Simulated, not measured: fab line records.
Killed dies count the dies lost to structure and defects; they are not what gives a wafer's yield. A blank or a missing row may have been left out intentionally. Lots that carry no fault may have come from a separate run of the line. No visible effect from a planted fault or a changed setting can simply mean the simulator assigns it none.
Struck lot and sound lot, side by side + flow nand harc + 14 steps out of a route of 1159
Sound: the wafers L439.3, L439.4, L439.6. Wafers struck: L433.1, L433.2, L433.6. The cause comes at the end.
Per side, at each step with rows, come the tool, then ch with its chambers, and then its first start. Under that, the readings that differ: sound wafers + struck wafers + difference of the means + sigmas: that difference in standard deviations of wafers without a fault.
alike: readings with means less than 2 such deviations apart, plus words and numbers identical on both sides. not compared: withheld readings, readings lacking a value on some wafer, bounds such as >300 that could conceal the same value, and numbers that have no deviation in the record and whose values overlap.
Wherever a step has rows on one side only, a row that says differs or no value, or a row with sigmas, the two part there. Numbers that have no deviation but don't overlap get no sigmas and don't part them. A reading that every wafer of one side lacks parts them only if that side has two wafers or more.

first, 1 step without rows for these wafers: NHARC_A_ONON_D1_DEP_03 (target thk 1000 nm).
NHARC_A_ONON_D1_THK_MEAS_05: measures by ellipsometry.
  sound: film metro-01 at day 12 01:34; struck: film metro-02 at day 10 18:56
  alike: thk nm
then, 1 step without rows for these wafers: NHARC_A_ONON_D1_DEP_06 (target thk 1000 nm).
NHARC_A_ONON_D1_THK_MEAS_08: measures by ellipsometry.
  sound: film metro-01 at day 12 02:07; struck: film metro-02 at day 10 19:30
  alike: thk nm
then, 1 step without rows for these wafers: NHARC_A_ONON_D1_DEP_09 (target thk 1000 nm).
NHARC_A_ONON_D1_THK_MEAS_11: measures by ellipsometry.
  sound: film metro-01 at day 12 02:41; struck: film metro-02 at day 10 20:04
| reading     | sound          | struck      | difference | sigmas |
|-------------|----------------|-------------|------------|--------|
| thk nm (nm) | 1006 1007 1008 | 988 988 988 | -19        | -2     |
then, 1 step without rows for these wafers: NHARC_A_ONON_D1_DEP_12 (target thk 1000 nm).
NHARC_A_ONON_D1_THK_MEAS_14: measures by ellipsometry.
  sound: film metro-01 at day 12 03:22; struck: film metro-02 at day 10 20:38
  alike: thk nm
then, 2 steps without rows for these wafers: NHARC_A_ONON_D1_ANNEAL_15 (time 3600 s); NHARC_A_ONON_D1_DEP_16 (target thk 1000 nm).
NHARC_A_ONON_D1_THK_MEAS_18: measures by ellipsometry.
  sound: film metro-02 at day 12 11:17; struck: film metro-01 at day 11 03:47
  alike: thk nm
NHARC_A_ONON_D1_DEP_19: target thk 1000 nm.
  sound on pecvd onon-01 ch 0, day 12 11:27; struck on pecvd onon-03 ch 0, day 11 03:50
  alike: nh3 flow sccm
NHARC_A_ONON_D1_THK_MEAS_21: measures by ellipsometry.
  sound: film metro-01 at day 12 11:50; struck: film metro-01 at day 11 04:32
| reading     | sound          | struck         | difference | sigmas |
|-------------|----------------|----------------|------------|--------|
| thk nm (nm) | 1003 1001 1002 | 1658 1659 1659 | +657       | +91    |
  not compared: hold
following that, these wafers have no rows for 1 step: NHARC_END_SORT_01.

## WHERE THEY PART
Earliest at NHARC_A_ONON_D1_THK_MEAS_11; latest, in this record, at NHARC_A_ONON_D1_THK_MEAS_21.

WHY: what the simulator had put in
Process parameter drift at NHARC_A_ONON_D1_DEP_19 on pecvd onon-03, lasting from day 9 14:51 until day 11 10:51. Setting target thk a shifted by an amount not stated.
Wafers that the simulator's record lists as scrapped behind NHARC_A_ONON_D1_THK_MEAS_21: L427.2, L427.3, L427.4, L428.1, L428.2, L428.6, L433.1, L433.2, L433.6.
